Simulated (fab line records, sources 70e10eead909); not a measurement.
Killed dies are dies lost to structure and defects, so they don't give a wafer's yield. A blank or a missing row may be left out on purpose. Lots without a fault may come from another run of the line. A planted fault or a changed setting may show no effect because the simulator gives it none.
Chamber matching | flow nand_harc | NHARC_P_CONTACT_DESCUM_17 on rie_diel-06: 4 sister chambers
The step chemistry O2, time 3 s. 16 wafers are shown with their chamber, then 8 later ones without.

WAFERS WITH THEIR CHAMBER
wafer  | chamber | showerhead_plenum_p_Torr (Torr) | drypump_motor_current_A (A) | rf_vpp_V (V)
L074.1 | 0       | 1.88                            | 5.7                         | 57.7
L074.2 | 3       | 1.80                            | 5.5                         | 56.4
L074.5 | 0       | 1.88                            | 5.8                         | 57.7
L075.1 | 0       | 1.88                            | 5.7                         | 57.9
L075.2 | 2       | 1.82                            | 6.5                         | 56.9
L075.3 | 3       | 1.80                            | 5.5                         | 56.6
L078.1 | 2       | 1.82                            | 6.6                         | 57.7
L078.3 | 0       | 1.88                            | 5.7                         | 57.8
L078.5 | 0       | 1.88                            | 5.7                         | 58.9
L079.2 | 1       | 2.05                            | 5.8                         | 58.8
L079.4 | 2       | 1.82                            | 6.6                         | 58.5
L079.5 | 2       | 1.82                            | 6.5                         | 57.2
L088.1 | 0       | 1.88                            | 5.8                         | 58.3
L088.2 | 2       | 1.81                            | 6.5                         | 57.7
L088.4 | 3       | 1.80                            | 5.5                         | 56.0
L094.1 | 0       | 1.88                            | 5.8                         | 56.7

SIGNATURES (means of the wafers above)
reading                  | chamber 0 | chamber 1 | chamber 2 | chamber 3 | scatter within a chamber
showerhead_plenum_p_Torr | 1.8800    | 2.0500    | 1.8180    | 1.8000    | 0.00258
drypump_motor_current_A  | 5.743     | 5.800     | 6.540     | 5.500     | 0.0493
rf_vpp_V                 | 57.857    | 58.800    | 57.600    | 56.333    | 0.602
Rule: a wafer's distance from a chamber is the root of the sum, over the readings, of the square of ((its reading less the chamber's mean) divided by the reading's scatter). The wafer belongs to the nearest chamber; if the next one is less than 2 further off, it can't be placed. The scatter: the root of (the sum of the squares of (reading less its chamber's mean) over the shown wafers, divided by (wafers less chambers)).

WAFERS WITHOUT THEIR CHAMBER
wafer  | showerhead_plenum_p_Torr (Torr) | drypump_motor_current_A (A) | rf_vpp_V (V)
L094.4 | 2.05                            | 5.8                         | 58.3
L094.5 | 2.05                            | 5.8                         | 56.9
L095.1 | 1.88                            | 5.7                         | 56.4
L095.2 | 1.81                            | 6.6                         | 58.3
L095.4 | 2.05                            | 5.7                         | 57.9
L097.2 | 1.88                            | 5.8                         | 56.8
L097.5 | 1.81                            | 6.5                         | 56.5
L097.6 | 1.80                            | 5.5                         | 56.5

WHICH CHAMBER EACH WENT THROUGH
wafer  | from the rows above | in truth
L094.4 | 1                   | 1
L094.5 | 1                   | 1
L095.1 | 0                   | 0
L095.2 | 2                   | 2
L095.4 | 1                   | 1
L097.2 | 0                   | 0
L097.5 | 2                   | 2
L097.6 | 3                   | 3
Placed correctly: 8 of 8. Can't be placed from these rows: 0. Placed wrongly: 0.
